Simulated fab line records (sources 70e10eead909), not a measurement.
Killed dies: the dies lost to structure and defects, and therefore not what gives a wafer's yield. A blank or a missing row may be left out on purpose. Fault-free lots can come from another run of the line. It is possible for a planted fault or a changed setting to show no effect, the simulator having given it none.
fab line records ; flow nand-harc
[record] lots = 11; wafers = 33; last-day = 24
route steps=1159 shown A_CONTACT@869 END@1159
lots untouched by any fault: they come from a run of this same line in which no faults occurred
start-h: hours from the record's first day to the start of the lot's first wafer shown ; wait-h: hours since the lot's step before ; " unchanged from the row above ; L1.1+2: a single row standing in for several wafers ; - no value present, or no start provided ; * or withheld: withheld ; < > ~ a bound
route shown NAME@n: a module of which the file shows steps, and the number in the route of the first ; usual: mean/standard deviation of fault-free wafers ; same: alike in all rows ; chamber/n: place in a boat ; sites: per-site readings ; _std_site: standard deviation of those values ; _edge_site: the outer-site mean with the inner-site mean subtracted ; radius-mm: for every site, how far away it sits from the centre of the wafer ; mask NAME#n: copy n ; behind: the last tool/chamber to shape the wafer ; hold: why the lot was held/for how many hours/how that ended ; device: the transistor (n, p or np) that didn't switch ; end of line: the route-end tests of the same wafers ; step lacking rows: just its recipe ; killed: the dies lost at the first sort to structure and to defects; this is not the yield of the wafer ; map: a wafer's dies, marking killed ones x, the rest . and places with no die _
set.NAME: the setting that was run; set.NAME@STEP: the one run at that earlier step ; model.NAME: the simulator's own value behind a step, which no gauge read
one table for each step of the route and one row for each wafer, over a sample of lots
services: a tool's chamber out of use, with start hour (start-h, from the record's first day; less than 0 if before it), hours out, and reason
[[steps]]
[step NHARC_A_CONTACT_ETCH_118]
[recipe] source-w = withheld; pressure-mtorr = 20; bias-v = 3000; time-s = 94; target-depth-a = 9220; ar-flow-sccm = withheld; c4f8-flow-sccm = withheld; o2-flow-sccm = withheld; chemistry = C4F8/O2/Ar
[usual] chamber-pressure-mTorr = 19.999/0.018; run-length-s = 94/0
lot.wafer;tool;chamber;start-h;wait-h;chamber-pressure-mTorr;rf-hours-counter-h;run-length-s
L983.3;har-cap-etch-01;1;372.68;0.1;20.002;-;94
L983.4;har-cap-etch-01;0;372.68;0.1;20.002;-;94
L983.5;har-cap-etch-01;1;372.68;0.1;20.013;-;94
L984.2;har-cap-etch-02;1;373.32;0.1;20.001;11;94
L984.6;har-cap-etch-02;0;373.32;0.1;20.006;-;94
L984.5;har-cap-etch-02;1;373.32;0.1;20.033;-;94
L982.2;har-cap-etch-01;1;376.81;0.1;20.024;55;94
L982.3;har-cap-etch-01;0;376.81;0.1;20.010;-;94
L982.6;har-cap-etch-01;1;376.81;0.1;20.034;-;94
L987.2;har-cap-etch-02;1;386.08;0.1;19.979;14;94
L987.3;har-cap-etch-02;0;386.08;0.1;19.990;-;94
L987.6;har-cap-etch-02;0;386.08;0.1;19.999;-;94
L988.1;har-cap-etch-01;1;390.58;0.1;19.973;59;94
L988.6;har-cap-etch-01;1;390.58;0.1;20.003;-;94
L988.5;har-cap-etch-01;0;390.58;0.1;20.014;-;94
L989.1;har-cap-etch-02;1;408.74;0.1;20.019;17;94
L989.2;har-cap-etch-02;0;408.74;0.1;20.006;17;94
L989.6;har-cap-etch-02;1;408.74;0.1;20.001;-;94
L998.1;har-cap-etch-01;0;464.01;0.1;19.991;71;94
L998.3;har-cap-etch-01;1;464.01;0.1;19.984;-;94
L998.5;har-cap-etch-01;0;464.01;0.1;19.980;-;94
L101.2;har-cap-etch-03;1;472.37;0.1;20.003;102;94
L101.3;har-cap-etch-03;0;472.37;0.1;20.031;-;94
L101.6;har-cap-etch-03;1;472.37;0.1;19.974;-;94
L102.1;har-cap-etch-03;1;478.36;0.1;20.034;105;94
L102.3;har-cap-etch-03;1;478.36;0.1;19.975;-;94
L102.5;har-cap-etch-03;0;478.36;0.1;19.983;-;94
L103.3;har-cap-etch-01;1;485.71;0.1;20.013;-;94
L103.6;har-cap-etch-01;0;485.71;0.1;19.981;-;94
L103.5;har-cap-etch-01;1;485.71;0.1;19.999;-;94
L105.2;har-cap-etch-03;0;512.07;0.1;20.052;111;94
L105.3;har-cap-etch-03;0;512.07;0.1;20.018;-;94
L105.5;har-cap-etch-03;0;512.07;0.1;20.009;-;94
[step NHARC_A_CONTACT_ETCH_96]
[recipe] target-depth-a = 200; over-etch-frac = 0.5; time-s = 10; ion-energy-ev = 250; c4f6-flow-sccm = 25; o2-flow-sccm = 20; ar-flow-sccm = 500; rf-w = 600; bias-w = 500; chemistry = C4F6/O2
[usual] chamber-pressure-mTorr = 29.999/0.025; drypump-motor-current-A = 5.8/0.44; oes-product-au = 0.962/0.024; rf-vpp-V = 548/3.6; run-length-s = 31.0/0.4; showerhead-plenum-p-Torr = 3.97/0.17; throttle-valve-pct = 26.903/0.0091
lot.wafer;tool;chamber;start-h;wait-h;chamber-pressure-mTorr;drypump-motor-current-A;oes-product-au;rf-hours-counter-h;rf-vpp-V;run-length-s;showerhead-plenum-p-Torr;throttle-valve-pct
L983.3;rie-diel-12;3;373.90;-;29.968;5.4;0.948;61;551;30.8;4.19;26.899
L983.4;rie-diel-12;0;373.90;-;30.011;5.6;0.943;64;552;31.4;4.19;26.892
L983.5;rie-diel-12;3;373.90;-;30.023;5.4;0.953;-;552;31.1;4.19;26.905
L984.2;rie-diel-01;0;374.63;-;29.981;6.3;0.969;22;541;31.3;3.65;26.907
L984.6;rie-diel-01;1;374.63;-;29.996;5.7;0.980;-;547;30.7;3.95;26.907
L984.5;rie-diel-01;2;374.63;-;30.018;6.6;0.982;-;547;30.5;3.90;26.890
L982.3;rie-diel-12;1;377.99;-;29.987;5.2;0.942;63;550;31.0;4.08;26.913
L982.2;rie-diel-12;2;377.99;-;30.001;4.9;0.949;58;541;31.6;3.65;26.906
L982.6;rie-diel-12;2;377.99;-;29.950;4.9;0.941;-;543;31.3;3.65;26.907
L987.3;rie-diel-11;0;387.52;-;29.981;5.6;0.988;4;550;30.4;4.11;26.911
L987.2;rie-diel-11;3;387.52;-;30.010;5.8;0.955;4;546;31.0;3.96;26.907
L987.6;rie-diel-11;0;387.52;-;29.962;5.6;0.977;-;551;30.7;4.11;26.900
L988.1;rie-diel-01;0;392.01;-;30.015;6.4;0.991;31;542;31.3;3.65;26.889
L988.5;rie-diel-01;3;392.01;-;29.997;6.3;0.997;-;549;31.8;4.07;26.916
L988.6;rie-diel-01;0;392.01;-;30.022;6.4;0.987;-;539;31.7;3.65;26.903
L989.2;rie-diel-01;3;410.20;-;30.027;6.3;1.011;38;552;31.1;4.07;26.895
L989.1;rie-diel-01;2;410.20;-;30.041;6.6;1.005;38;546;30.8;3.89;26.904
L989.6;rie-diel-01;3;410.20;-;29.995;6.3;1.007;-;550;31.3;4.07;26.900
L998.1;rie-diel-01;0;465.19;-;29.994;6.3;0.939;55;540;31.4;3.63;26.918
L998.3;rie-diel-01;1;465.19;-;30.010;5.7;0.948;52;546;30.8;3.93;26.910
L998.5;rie-diel-01;3;465.19;-;30.005;6.3;0.947;-;548;31.0;4.06;26.896
L101.2;rie-diel-01;0;473.59;-;29.982;6.4;0.958;58;541;28.0;3.63;26.901
L101.3;rie-diel-01;2;473.59;-;29.921;6.6;0.957;56;546;30.6;3.88;26.895
L101.6;rie-diel-01;1;473.59;-;30.003;5.6;0.962;-;548;31.1;3.93;26.884
L102.3;rie-diel-11;0;479.56;-;29.979;5.6;0.953;21;551;30.5;4.10;26.904
L102.1;rie-diel-11;2;479.56;-;29.999;5.8;0.938;22;542;30.3;3.71;26.905
L102.5;rie-diel-11;3;479.56;-;30.010;5.8;0.941;-;547;30.7;3.95;26.891
L103.3;rie-diel-11;3;486.86;-;29.973;5.8;0.993;23;548;30.8;3.95;26.891
L103.5;rie-diel-11;2;486.86;-;29.987;5.8;0.999;-;542;30.9;3.71;26.909
L103.6;rie-diel-11;3;486.86;-;29.971;5.8;0.995;-;547;31.1;3.95;26.895
L105.2;rie-diel-11;3;513.26;-;29.998;5.8;0.948;29;549;30.6;3.95;26.914
L105.3;rie-diel-11;2;513.26;-;30.014;5.8;0.950;27;542;30.4;3.70;26.889
L105.5;rie-diel-11;0;513.26;-;29.996;5.6;1.005;-;550;30.7;4.10;26.903
[step NHARC_A_CONTACT_ETCH_102]
[recipe] target-depth-a = 700; overetch-a = 70; time-s = 38.5; ion-energy-ev = 100; cf4-flow-sccm = 80; o2-flow-sccm = 20; ar-flow-sccm = 0; rf-w = 300; bias-w = 100; chemistry = CF4/O2
[usual] chamber-pressure-mTorr = 30.000/0.029; drypump-motor-current-A = 5.7/0.35; oes-product-au = 1.001/0.0062; rf-vpp-V = 198.3/1.5; run-length-s = 59.7/0.49; showerhead-plenum-p-Torr = 1.36/0.064; throttle-valve-pct = 13.398/0.0088
lot.wafer;tool;chamber;start-h;wait-h;chamber-pressure-mTorr;drypump-motor-current-A;oes-product-au;rf-hours-counter-h;rf-vpp-V;run-length-s;showerhead-plenum-p-Torr;throttle-valve-pct
L983.4;rie-diel-12;1;374.27;0.1;30.027;5.2;1.005;62;200.2;59.9;1.39;13.376
L983.3;rie-diel-12;0;374.27;0.1;30.013;5.5;1.004;64;198.7;60.1;1.43;13.383
L983.5;rie-diel-12;1;374.27;0.1;29.999;5.2;1.001;-;199.2;60.3;1.39;13.397
L984.2;rie-diel-12;0;375.00;0.1;29.991;5.5;0.998;64;199.8;60.1;1.43;13.402
L984.5;rie-diel-12;3;375.00;0.1;29.971;5.4;0.999;-;199.8;59.7;1.43;13.384
L984.6;rie-diel-12;0;375.00;0.1;29.970;5.6;0.996;-;200.6;60.2;1.43;13.403
L982.2;rie-diel-11;1;379.75;0.1;30.003;5.6;0.992;1;200.0;60.6;1.41;13.389
L982.3;rie-diel-11;2;379.75;0.1;30.061;5.8;0.998;1;196.0;59.6;1.26;13.393
L982.6;rie-diel-11;0;379.75;0.1;29.992;5.6;1.000;-;200.2;59.1;1.40;13.396
L987.2;rie-diel-11;2;388.02;0.0;29.952;5.8;0.994;4;197.9;59.3;1.26;13.403
L987.3;rie-diel-11;3;388.02;0.0;30.026;5.8;0.993;4;199.6;59.3;1.35;13.383
L987.6;rie-diel-11;2;388.02;0.0;29.977;5.8;1.003;-;197.2;59.6;1.26;13.387
L988.1;rie-diel-11;3;392.45;0.1;30.030;5.8;1.000;6;197.5;59.5;1.35;13.400
L988.5;rie-diel-11;2;392.45;0.1;30.006;5.8;0.999;-;196.7;59.6;1.26;13.395
L988.6;rie-diel-11;3;392.45;0.1;29.981;5.8;0.990;-;199.1;59.4;1.35;13.402
L989.1;rie-diel-11;0;410.57;0.1;30.028;5.6;0.999;10;199.4;59.6;1.40;13.406
L989.2;rie-diel-11;1;410.57;0.1;30.002;5.5;1.003;9;200.1;60.9;1.41;13.403
L989.6;rie-diel-11;0;410.57;0.1;29.961;5.6;1.006;-;198.6;59.1;1.40;13.403
L998.1;rie-diel-01;2;465.60;0.1;29.979;6.6;1.000;53;197.5;59.3;1.32;13.405
L998.3;rie-diel-01;0;465.60;0.1;30.035;6.3;0.997;55;195.3;60.3;1.23;13.390
L998.5;rie-diel-01;1;465.60;0.1;30.019;5.7;1.010;-;197.6;59.8;1.34;13.394
L101.2;rie-diel-11;0;474.01;0.1;30.044;5.6;1.009;20;200.6;59.1;1.40;13.394
L101.3;rie-diel-11;1;474.01;0.1;29.974;5.6;1.004;19;199.7;60.3;1.41;13.389
L101.6;rie-diel-11;0;474.01;0.1;29.984;5.6;1.013;-;199.5;59.3;1.40;13.400
L102.1;rie-diel-11;0;479.94;0.1;30.014;5.6;0.999;21;199.1;59.5;1.40;13.400
L102.3;rie-diel-11;1;479.94;0.1;30.008;5.5;1.004;20;199.8;60.7;1.41;13.406
L102.5;rie-diel-11;2;479.94;0.1;30.035;5.8;1.009;-;196.1;59.3;1.26;13.393
L103.3;rie-diel-11;0;487.25;0.1;29.993;5.6;1.017;21;198.7;59.2;1.40;13.394
L103.6;rie-diel-11;1;487.25;0.1;29.987;5.6;1.006;-;201.2;60.2;1.41;13.397
L103.5;rie-diel-11;2;487.25;0.1;29.974;5.8;1.010;-;196.6;59.0;1.26;13.396
L105.2;rie-diel-01;1;513.64;0.1;29.975;5.7;1.002;3;198.2;59.3;1.34;13.403
L105.3;rie-diel-01;3;513.64;0.1;29.994;6.3;1.002;3;198.8;60.1;1.38;13.381
L105.5;rie-diel-01;1;513.64;0.1;29.978;5.7;0.997;-;197.8;59.5;1.34;13.398
[step NHARC_A_CONTACT_STRIP_55]
[recipe] o2-flow-sccm = 500; ar-flow-sccm = 0; bias-w = 0; chemistry = O2
[usual] chamber-pressure-mTorr = 59.99/0.06; drypump-motor-current-A = 5.7/0.34; oes-product-au = 0.999/0.0064; rf-vpp-V = 57.9/0.97; showerhead-plenum-p-Torr = 3.58/0.16; throttle-valve-pct = 17.036/0.0094
lot.wafer;tool;chamber;start-h;wait-h;chamber-pressure-mTorr;drypump-motor-current-A;oes-product-au;rf-hours-counter-h;rf-vpp-V;showerhead-plenum-p-Torr;throttle-valve-pct
L983.3;rie-diel-12;2;-;-;59.94;4.9;0.981;58;55.9;3.28;17.036
L983.4;rie-diel-12;1;-;-;60.06;5.2;0.993;62;56.9;3.67;17.043
L983.5;rie-diel-12;3;-;-;59.94;5.4;0.987;-;59.6;3.77;17.046
L984.2;rie-diel-12;0;-;-;60.03;5.6;0.998;64;58.4;3.77;17.027
L984.5;rie-diel-12;0;-;-;59.96;5.6;0.996;-;59.4;3.77;17.029
L984.6;rie-diel-12;1;-;-;60.05;5.2;0.997;-;59.3;3.68;17.048
L982.2;rie-diel-11;3;-;-;60.02;5.8;0.995;1;58.3;3.57;17.025
L982.3;rie-diel-11;2;-;-;59.85;5.8;1.007;1;58.7;3.34;17.034
L982.6;rie-diel-11;0;-;-;59.81;5.6;1.005;-;56.0;3.70;17.042
L987.3;rie-diel-11;0;-;-;60.10;5.6;1.006;4;56.8;3.70;17.029
L987.2;rie-diel-11;2;-;-;59.93;5.8;0.999;4;57.7;3.34;17.034
L987.6;rie-diel-11;0;-;-;59.91;5.6;0.994;-;58.5;3.70;17.040
L988.1;rie-diel-11;3;-;-;59.97;5.8;1.002;6;57.5;3.56;17.010
L988.5;rie-diel-11;3;-;-;60.12;5.8;1.006;-;57.3;3.56;17.014
L988.6;rie-diel-11;0;-;-;59.95;5.6;1.011;-;56.3;3.70;17.050
L989.1;rie-diel-11;2;-;-;59.95;5.8;0.998;9;56.8;3.34;17.022
L989.2;rie-diel-11;0;-;-;59.98;5.6;0.998;10;57.7;3.70;17.031
L989.6;rie-diel-11;3;-;-;59.94;5.8;0.997;-;56.0;3.56;17.048
L998.1;rie-diel-01;3;-;-;60.13;6.3;1.008;56;56.9;3.65;17.030
L998.3;rie-diel-01;1;-;-;60.05;5.6;1.006;53;58.7;3.54;17.042
L998.5;rie-diel-01;3;-;-;60.02;6.3;0.998;-;57.8;3.65;17.039
L101.3;rie-diel-11;2;-;-;60.03;5.8;0.996;21;58.0;3.33;17.036
L101.2;rie-diel-11;0;-;-;60.00;5.6;0.992;20;57.3;3.69;17.023
L101.6;rie-diel-11;1;-;-;60.07;5.6;0.995;-;60.1;3.72;17.032
L102.3;rie-diel-11;2;-;-;59.93;5.8;1.002;22;58.9;3.33;17.023
L102.1;rie-diel-11;3;-;-;60.07;5.8;0.999;22;58.9;3.56;17.056
L102.5;rie-diel-11;3;-;-;60.00;5.8;0.998;-;57.7;3.55;17.036
L103.3;rie-diel-11;2;-;-;60.01;5.8;0.997;22;57.7;3.33;17.023
L103.6;rie-diel-11;0;-;-;59.94;5.6;1.012;-;56.9;3.69;17.042
L103.5;rie-diel-11;1;-;-;59.96;5.6;1.012;-;57.1;3.72;17.031
L105.2;rie-diel-01;3;-;-;59.90;6.3;1.003;3;57.3;3.64;17.051
L105.3;rie-diel-01;0;-;-;60.07;6.3;0.995;0;59.7;3.81;17.037
L105.5;rie-diel-01;0;-;-;60.08;6.4;1.000;-;59.1;3.81;17.045
[step NHARC_END_SORT_01]
[recipe] temp-c = 25
[usual] killed-at-array = 24/7.4; killed-at-other = 0.5/0.81; killed-at-periphery = 3.4/2.3; killed-dies = 28/8; killed-open = 3.4/1.8; killed-short = 2.0/1.4
[same] gross-dies = 677
lot.wafer;tool;chamber;start-h;wait-h;killed-at-array;killed-at-other;killed-at-periphery;killed-dies;killed-open;killed-short
L101.2;prober-02;0;547.02;2.8;658;0;9;667;3;2
L101.3;prober-02;0;547.81;3.1;28;0;6;34;4;3
L101.6;prober-02;0;550.20;4.0;22;0;7;29;3;0
// killed by level:class
L101.2 A_CONTACT:area-etch=624 A_CHANNEL_HOLE_D1:chamber-film-flake=15 P_GATE:chamber-film-flake=8 A_SLIT:chamber-film-flake=6 A_CONTACT:chamber-film-flake=5 A_STAIRCASE:chamber-film-flake=3 P_M0:geometric-particle:open=1 A_SOURCE_PLATE:geometric-particle:short=1
L101.3 A_SLIT:chamber-film-flake=8 A_CHANNEL_HOLE_D1:chamber-film-flake=7 P_GATE:chamber-film-flake=4 A_STAIRCASE:chamber-film-flake=4 A_CONTACT:chamber-film-flake=4 A_ONON_D1:geometric-particle:short=2 P_CONTACT:geometric-particle:short=1 P_M0:geometric-particle:open=1
L101.6 A_SLIT:chamber-film-flake=8 A_CONTACT:chamber-film-flake=5 A_CHANNEL_HOLE_D1:chamber-film-flake=4 P_STI:chamber-film-flake=3 A_STAIRCASE:chamber-film-flake=3 P_GATE:chamber-film-flake=2 P_CONTACT:geometric-particle:open=1 P_M2:geometric-particle:open=1
[[services]]
tool;chamber;start-h;hours;kind
rie-diel-11;-;366.53;9.0;pm
rie-diel-11;0;366.53;9.0;vent-cycle
rie-diel-11;1;366.53;9.0;vent-cycle
rie-diel-11;2;366.53;9.0;vent-cycle
rie-diel-11;3;366.53;9.0;vent-cycle
rie-diel-01;-;370.63;0.4;repair
rie-diel-11;0;375.53;-;clean
rie-diel-11;1;375.53;-;clean
rie-diel-11;2;375.53;-;clean
rie-diel-11;3;375.53;-;clean
rie-diel-12;-;379.62;9.0;pm
rie-diel-11;0;400.10;-;clean
rie-diel-11;1;400.10;-;clean
rie-diel-11;2;400.10;-;clean
rie-diel-11;3;400.10;-;clean
rie-diel-11;0;424.60;-;clean
rie-diel-01;-;437.94;0.2;repair
har-cap-etch-02;-;439.59;0.3;repair
har-cap-etch-01;-;440.34;0.3;repair
rie-diel-11;0;441.10;3.3;repair
rie-diel-11;1;454.41;2.5;repair
rie-diel-01;0;490.11;22.5;repair
rie-diel-01;-;491.99;9.0;pm
rie-diel-11;0;500.70;10.5;repair
[[key]]
[first-sign] step = NHARC_A_CONTACT_ETCH_96; reading = run-length-s; direction = down; sigmas = 7.5; usual = *; struck = *
[effect] step = NHARC_END_SORT_01; reading = killed-at-array; direction = up; sigmas = 85; usual = 24; struck = 658
[more-kills-born-at] NHARC_A_CONTACT_ETCH_96@rie-diel-01 = 624
met-at NHARC_A_CONTACT_ETCH_96
struck-lots L101
struck-wafers L101.2
later-rows-left-out L101.2
tester-left-out L101
not-acting-at NHARC_A_CONTACT_ETCH_118,NHARC_A_CONTACT_ETCH_102,NHARC_A_CONTACT_STRIP_55
onset-between 465.19 473.59
[fault] kind = process-parameter-drift; tool = rie-diel-01; chamber = 0; onset-h = 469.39; steps = NHARC_A_CONTACT_ETCH_96; channel = time-s; offset = *; shape = step; end-h = 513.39; acts-in = *; stated = *
// tester-left-out: of these lots the tester's yield and bins aren't shown, on N5 and GAA mostly nor the transistor test; their killed dies are dies lost to structure and defects alone, not to doping, threshold or leakage, so they don't give the yield
// later-rows-left-out: the simulator's readings of these wafers behind a module that went badly wrong aren't trusted and aren't shown, but for the sort
